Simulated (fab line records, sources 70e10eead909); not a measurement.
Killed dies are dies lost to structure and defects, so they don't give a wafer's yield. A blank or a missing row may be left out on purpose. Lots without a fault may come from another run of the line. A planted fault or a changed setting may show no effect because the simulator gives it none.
fab line records | flow nand_harc
record lots=14 wafers=42 last_day=33
route steps=1302 shown A_ZERO_WELL@401 A_ONON_D1@439
lots that met no fault: from a run of the same line without faults
start_h: hours from the record's first day to the start of the lot's first wafer shown | wait_h: hours since the lot's step before | " the same as in the row above | L1.1+2: a row that stands for several wafers | - no value, or no start given | * or withheld: withheld | < > ~ a bound
route shown NAME@n: a module of which the file shows steps, and the number in the route of the first | usual: mean/standard deviation of fault-free wafers | same: alike in all rows | chamber/n: place in a boat | sites: the reading at each site | _std_site: their standard deviation | _edge_site: outer sites' mean less inner sites' | radius_mm: how far each site lies from the wafer's centre | mask NAME#n: copy n | behind: the tool/chamber that last shaped the wafer | hold: why the lot was held/for how many hours/how that ended | device: the transistor (n, p or np) that didn't switch | end of line: the same wafers' tests at the end of the route | a step without rows: its recipe alone | killed: dies lost to structure and defects at the first sort, not the wafer's yield | map: a wafer's dies, x killed, . not, _ none there
set.NAME: the setting as run; set.NAME@STEP: as run at that earlier step | model.NAME: the simulator's own value behind a step, which no gauge read
steps of the route over a sample of lots; a table a step, a row a wafer
services: from which hour (start_h, from the record's first day; less than 0 if before it) a tool's chamber was out of use, for how many hours, and why
## steps
# step NHARC_A_ZERO_WELL_CD_MEAS_10
# recipe target_cd_nm=2000 landing_energy_ev=500
# usual cd_nm=1999.7/2
# columns lot.wafer tool chamber start_h wait_h cd_nm
L510.1 cd_sem-02 0 158.30 - 1996.4
L510.5 " 0 " " 2001.7
L510.6 " 0 " " 1997.4
L511.1 cd_sem-01 0 166.78 - 2003.4
L511.5 " 0 " " 2001.5
L511.6 " 0 " " 1998.3
L513.2 cd_sem-03 0 182.96 - 2002.1
L513.3 " 0 " " 2000.2
L513.6 " 0 " " 1999.4
L512.2 cd_sem-01 0 183.55 - 2002.8
L512.5 " 0 " " 2003.2
L512.6 " 0 " " 2001.7
L514.1 cd_sem-01 0 198.38 - 1999.0
L514.2 " 0 " " 1997.2
L514.6 " 0 " " 1998.0
L515.1 cd_sem-01 0 210.73 - 1999.2
L515.3 " 0 " " 1997.5
L515.5 " 0 " " 1998.6
L516.2 cd_sem-03 0 221.99 - 2001.7
L516.3 " 0 " " 2003.5
L516.6 " 0 " " 1998.8
L520.1 cd_sem-03 0 265.63 - 2002.1
L520.2 " 0 " " 1998.7
L520.5 " 0 " " 2000.0
L521.3 cd_sem-02 0 270.45 - 1998.6
L521.5 " 0 " " 1997.1
L521.6 " 0 " " 1998.5
L522.1 cd_sem-02 0 286.34 - 1998.4
L522.5 " 0 " " 1996.4
L522.6 " 0 " " 1996.9
L526.1 cd_sem-02 0 313.68 - 1996.0
L526.3 " 0 " " 1998.1
L526.4 " 0 " " 1997.9
L528.1 cd_sem-01 0 336.32 - 2002.4
L528.4 " 0 " " 1999.6
L528.5 " 0 " " 2002.8
L529.1 cd_sem-01 0 351.79 - 1999.5
L529.4 " 0 " " 2003.9
L529.5 " 0 " " 1998.7
L530.2 cd_sem-02 0 367.17 - 2001.7
L530.3 " 0 " " 2003.5
L530.6 " 0 " " 1999.9
# step NHARC_A_ZERO_WELL_DESCUM_12
# recipe time_s=3 o2_flow_sccm=200 ar_flow_sccm=0 bias_power_w=0 chemistry=O2
# usual drypump_motor_current_A=5.5/0.42 oes_product_au=0.997/0.0072 rf_vpp_V=57.7/0.82 showerhead_plenum_p_Torr=1.86/0.054 throttle_valve_pct=11.312/0.0087
# columns lot.wafer tool chamber start_h wait_h drypump_motor_current_A oes_product_au rf_hours_counter_h rf_vpp_V showerhead_plenum_p_Torr throttle_valve_pct
L510.1 rie_diel-06 3 158.46 - 5.6 0.990 4 57.3 1.82 11.308
L510.5 " 3 " " 5.6 0.996 - 56.9 1.82 11.295
L510.6 " 0 " " 4.9 0.999 - 57.7 1.77 11.323
L511.1 rie_diel-05 0 166.94 - 4.8 0.997 3 58.1 1.86 11.301
L511.6 " 3 " " 5.8 1.002 - 58.1 1.90 11.309
L511.5 " 0 " " 4.8 0.994 - 57.6 1.86 11.309
L513.3 rie_diel-06 1 183.12 - 5.3 0.991 7 59.5 1.89 11.305
L513.2 " 2 " " 6.0 0.978 7 57.7 1.82 11.309
L513.6 " 1 " " 5.3 0.983 - 58.2 1.89 11.300
L512.2 rie_diel-06 1 183.72 - 5.3 1.002 7 57.7 1.89 11.290
L512.5 " 3 " " 5.6 0.987 - 57.6 1.82 11.304
L512.6 " 0 " " 4.9 1.000 - 58.0 1.77 11.301
L514.1 rie_diel-05 3 198.55 - 5.8 1.002 3 57.1 1.90 11.312
L514.2 " 0 " " 4.8 1.011 4 56.7 1.86 11.307
L514.6 " 1 " " 5.5 0.996 - 56.3 1.84 11.302
L515.3 rie_diel-05 0 210.89 - 4.8 1.000 4 55.6 1.86 11.319
L515.1 " 3 " " 5.8 0.994 4 56.5 1.90 11.317
L515.5 " 0 " " 4.8 1.002 - 56.8 1.86 11.302
L516.3 rie_diel-06 1 222.17 - 5.3 0.993 15 57.0 1.88 11.322
L516.2 " 2 " " 6.0 0.990 16 57.8 1.82 11.325
L516.6 " 0 " " 4.9 1.003 - 56.8 1.77 11.316
L520.2 rie_diel-06 3 265.81 - 5.6 0.977 25 55.8 1.82 11.298
L520.1 " 0 " " 4.9 0.988 24 58.2 1.76 11.311
L520.5 " 2 " " 6.0 0.989 - 56.8 1.82 11.313
L521.3 rie_diel-05 0 270.60 - 4.8 1.004 1 58.9 1.86 11.310
L521.5 " 0 " " 4.8 1.007 - 58.0 1.86 11.307
L521.6 " 1 " " 5.5 0.996 - 56.8 1.84 11.317
L522.1 rie_diel-05 0 286.49 - 4.8 1.001 1 56.5 1.86 11.302
L522.6 " 0 " " 4.9 0.993 - 57.2 1.86 11.302
L522.5 " 1 " " 5.5 0.994 - 56.7 1.84 11.320
L526.4 rie_diel-05 3 313.83 - 5.8 0.998 2 58.5 1.90 11.326
L526.3 " 1 " " 5.5 0.996 3 56.8 1.84 11.307
L526.1 " 2 " " 5.8 1.004 2 56.8 1.82 11.315
L528.4 rie_diel-06 2 336.47 - 6.0 0.999 3 57.4 1.82 11.303
L528.1 " 1 " " 5.3 0.989 3 57.1 1.88 11.309
L528.5 " 2 " " 6.0 0.995 - 57.5 1.81 11.304
L529.4 rie_diel-05 2 351.95 - 5.8 0.994 3 57.5 1.82 11.326
L529.1 " 3 " " 5.8 0.999 3 57.4 1.90 11.306
L529.5 " 2 " " 5.8 1.013 - 57.6 1.82 11.297
L530.3 rie_diel-11 3 367.34 - 5.5 0.995 31 57.9 1.99 11.322
L530.2 " 0 " " 5.3 1.023 38 57.2 1.82 11.312
L530.6 " 1 " " 6.4 1.004 - 59.6 2.06 11.310
# step NHARC_A_ONON_D1_THK_MEAS_21
# recipe thk_meas_gauge=ellipsometry
# usual thk_nm=1002/12
# columns lot.wafer tool chamber start_h wait_h thk_nm
L510.1 film_metro-02 - 191.88 - 992
L510.5 " - " " 993
L510.6 " - " " 992
L511.1 film_metro-02 - 200.04 - 1021
L511.5 " - " " 1020
L511.6 " - " " 1023
L513.2 film_metro-01 - 216.76 - 1006
L513.3 " - " " 1004
L513.6 " - " " 1007
L512.2 film_metro-02 - 216.78 - 1000
L512.5 " - " " 1001
L512.6 " - " " 1002
L514.1 film_metro-01 - 233.53 - 1008
L514.2 " - " " 1005
L514.6 " - " " 1007
L515.1 film_metro-01 - 244.21 - 1006
L515.3 " - " " 1007
L515.5 " - " " 1007
L516.2 film_metro-01 - 253.94 - 973
L516.3 " - " " 975
L516.6 " - " " 975
L520.1 film_metro-01 - 299.36 - 993
L520.2 " - " " 993
L520.5 " - " " 995
L521.3 film_metro-02 - 303.15 - 983
L521.5 " - " " 984
L521.6 " - " " 982
L522.1 film_metro-02 - 319.68 - 974
L522.5 " - " " 973
L522.6 " - " " 973
L526.1 film_metro-02 - 349.90 - 1012
L526.3 " - " " 1012
L526.4 " - " " 1011
L528.1 film_metro-01 - 370.68 - 1005
L528.4 " - " " 1004
L528.5 " - " " 1005
L529.1 film_metro-01 - 386.57 - 1005
L529.4 " - " " 1004
L529.5 " - " " 1005
L530.2 film_metro-01 - 399.96 - 1007
L530.3 " - " " 1007
L530.6 " - " " 1006
# step NHARC_A_ONON_D1_DEP_22
# recipe target_thk_a=10000 n2_flow_sccm=2750 n2o_flow_sccm=2000 nh3_flow_sccm=500 sih4_flow_sccm=210 temp_c=400
# columns lot.wafer tool chamber start_h wait_h
L510.1+5+6 pecvd_onon-01 0 191.93 0.1
L511.1+5+6 pecvd_onon-01 0 200.10 0.1
L513.2+3+6 pecvd_onon-02 0 216.87 0.1
L512.2+5+6 pecvd_onon-01 0 216.89 0.1
L514.1+2+6 pecvd_onon-02 0 233.60 0.1
L515.1+3+5 pecvd_onon-01 0 244.28 0.1
L516.2+3+6 pecvd_onon-01 0 254.05 0.1
L520.1+2+5 pecvd_onon-02 0 299.41 0.1
L521.3+5+6 pecvd_onon-01 0 303.33 0.2
L522.1+5+6 pecvd_onon-01 0 319.74 0.1
L526.1+3+4 pecvd_onon-01 0 349.96 0.1
L528.1+4+5 pecvd_onon-03 0 370.74 0.1
L529.1+4+5 pecvd_onon-02 0 386.62 0.1
L530.2+3+6 pecvd_onon-03 0 400.08 0.1
# step NHARC_A_ONON_D1_THK_MEAS_24
# recipe thk_meas_gauge=ellipsometry
# usual thk_nm=998/9.3
# columns lot.wafer tool chamber start_h wait_h hold thk_nm
L510.1 film_metro-01 - 192.44 - - 1002
L510.5 " - " " - 1004
L510.6 " - " " - 1002
L511.1 film_metro-02 - 200.60 - - 1010
L511.5 " - " " - 1011
L511.6 " - " " - 1009
L513.2 film_metro-02 - 217.32 - - 993
L513.3 " - " " - 995
L513.6 " - " " - 994
L512.2 film_metro-01 - 217.35 - - 991
L512.5 " - " " - 990
L512.6 " - " " - 991
L514.1 film_metro-01 - 234.11 - - 1014
L514.2 " - " " - 1011
L514.6 " - " " - 1010
L515.1 film_metro-02 - 244.79 - - 1007
L515.3 " - " " - 1009
L515.5 " - " " - 1011
L516.2 film_metro-01 - 254.51 - - 1005
L516.3 " - " " - 1003
L516.6 " - " " - 1006
L520.1 film_metro-01 - 299.92 - - 985
L520.2 " - " " - 987
L520.5 " - " " - 987
L521.3 film_metro-01 - 303.72 - - 999
L521.5 " - " " - 999
L521.6 " - " " - 998
L522.1 film_metro-02 - 320.25 - await_dispo/0.2h/release 1002
L522.5 " - " " await_dispo/0.2h/release 1003
L522.6 " - " " await_dispo/0.2h/release 676
L522.1 film_metro-02 - 320.42 0.2 - 1002
L522.5 " - " " - 1004
L522.6 " - " " - 676
L526.1 film_metro-02 - 350.47 - await_dispo/0.2h/release 985
L526.3 " - " " await_dispo/0.2h/release 986
L526.4 " - " " await_dispo/0.2h/release 656
L526.1 film_metro-02 - 350.64 0.2 - 984
L526.3 " - " " - 984
L526.4 " - " " - 656
L528.1 film_metro-01 - 371.25 - - 983
L528.4 " - " " - 983
L528.5 " - " " - 984
L529.1 film_metro-01 - 387.13 - - 982
L529.4 " - " " - 980
L529.5 " - " " - 982
L530.2 film_metro-02 - 400.53 - - 995
L530.3 " - " " - 993
L530.6 " - " " - 996
## services
# columns tool chamber start_h hours kind
rie_diel-05 0 135.12 - clean
rie_diel-05 1 135.12 - clean
rie_diel-05 2 135.12 - clean
rie_diel-05 3 135.12 - clean
rie_diel-11 0 145.55 1.4 repair
rie_diel-05 0 159.62 - clean
rie_diel-05 1 159.62 - clean
rie_diel-05 2 159.62 - clean
rie_diel-05 3 159.62 - clean
rie_diel-11 2 180.58 6.6 repair
rie_diel-05 0 184.12 - clean
rie_diel-05 1 184.12 - clean
rie_diel-05 2 184.12 - clean
rie_diel-05 3 184.12 - clean
pecvd_onon-02 - 185.32 13.0 pm
rie_diel-05 0 208.62 - clean
pecvd_onon-03 - 227.00 13.0 pm
rie_diel-05 - 229.62 9.0 pm
rie_diel-11 3 250.78 26.5 repair
rie_diel-11 - 256.60 9.0 pm
pecvd_onon-01 - 269.38 13.0 pm
rie_diel-06 - 307.23 9.0 pm
rie_diel-06 0 321.99 13.5 repair
pecvd_onon-02 - 366.32 13.0 pm
## key
first_sign step=NHARC_A_ONON_D1_THK_MEAS_24 reading=visit direction=added
effect step=NHARC_A_ONON_D1_THK_MEAS_24 reading=thk_nm direction=down sigmas=36 usual=998 struck=666
met_at NHARC_A_ONON_D1_DEP_22
struck_lots L522,L526
struck_wafers L522.6,L526.4
later_rows_left_out L522.6,L526.4
sort_left_out L522.6,L526.4
tester_left_out L522,L526
not_acting_at NHARC_A_ZERO_WELL_CD_MEAS_10,NHARC_A_ZERO_WELL_DESCUM_12,NHARC_A_ONON_D1_THK_MEAS_21
onset_between 303.33 319.74
fault kind=process_parameter_drift tool=pecvd_onon-01 chamber=- onset_h=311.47 steps=NHARC_A_ONON_D1_DEP_22 channel=target_thk_a offset=* shape=step end_h=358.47 scope=struck_wafers_only acts_in=* stated=*
# tester_left_out: of these lots the tester's yield and bins aren't shown, on N5 and GAA mostly nor the transistor test; their killed dies are dies lost to structure and defects alone, not to doping, threshold or leakage, so they don't give the yield
# sort_left_out: the simulated sort isn't trusted on such a fault, so these wafers' sort isn't shown, and their yield isn't known
# later_rows_left_out: the simulator's readings of these wafers behind a module that went badly wrong aren't trusted and aren't shown, but for the sort
